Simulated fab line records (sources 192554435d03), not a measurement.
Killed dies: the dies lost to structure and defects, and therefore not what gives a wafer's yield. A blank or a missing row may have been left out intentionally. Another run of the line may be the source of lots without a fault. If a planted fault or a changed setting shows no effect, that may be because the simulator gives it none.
Matching of chambers / flow n5_finfet / rie_diel-03 running N5_BEOL_M0_TRENCH_ETCH_107: 4 sister chambers
The step etches SiOC in C4F6/O2, target depth 32.8 nm, time 16.4 s. 4 wafers are shown with their chamber, then 8 later ones without.

## WAFERS PAIRED WITH THEIR CHAMBERS
wafer=L085.1; chamber=3; drypump_motor_current_A (A)=5.7
wafer=L087.1; chamber=2; drypump_motor_current_A (A)=5.0
wafer=L087.6; chamber=0; drypump_motor_current_A (A)=5.9
wafer=L089.2; chamber=1; drypump_motor_current_A (A)=5.7

## WAFERS WITH NO CHAMBER GIVEN
wafer=L089.4; drypump_motor_current_A (A)=5.0
wafer=L089.5; drypump_motor_current_A (A)=5.0
wafer=L092.2; drypump_motor_current_A (A)=5.7
wafer=L092.3; drypump_motor_current_A (A)=5.6
wafer=L092.4; drypump_motor_current_A (A)=5.9
wafer=L094.1; drypump_motor_current_A (A)=5.6
wafer=L094.5; drypump_motor_current_A (A)=5.9
wafer=L094.6; drypump_motor_current_A (A)=5.7

## THE CHAMBER EACH PASSED THROUGH
wafer=L089.4; from the rows above=2; in truth=2
wafer=L089.5; from the rows above=2; in truth=2
wafer=L092.2; from the rows above=can't be placed: 1 or 3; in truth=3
wafer=L092.3; from the rows above=can't be placed: 1 or 3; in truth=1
wafer=L092.4; from the rows above=0; in truth=0
wafer=L094.1; from the rows above=can't be placed: 1 or 3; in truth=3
wafer=L094.5; from the rows above=0; in truth=0
wafer=L094.6; from the rows above=can't be placed: 1 or 3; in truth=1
Correct placement for 4 of the 8. Not placeable from these rows: 4 (in 4, the candidates include the true chamber). Number placed wrongly: 0.
How it was worked out, from the rows above alone: a wafer's distance from a chamber is the root of the sum, over the readings, of the square of ((its reading less the chamber's mean) divided by the reading's scatter). The wafer belongs to the nearest chamber; if the next one is less than 2 further off, it can't be placed. A chamber's mean is the mean of its shown wafers. The scatter: with one shown wafer a chamber, the root of the mean of the squares of how far each hidden wafer lies from its nearest shown one.
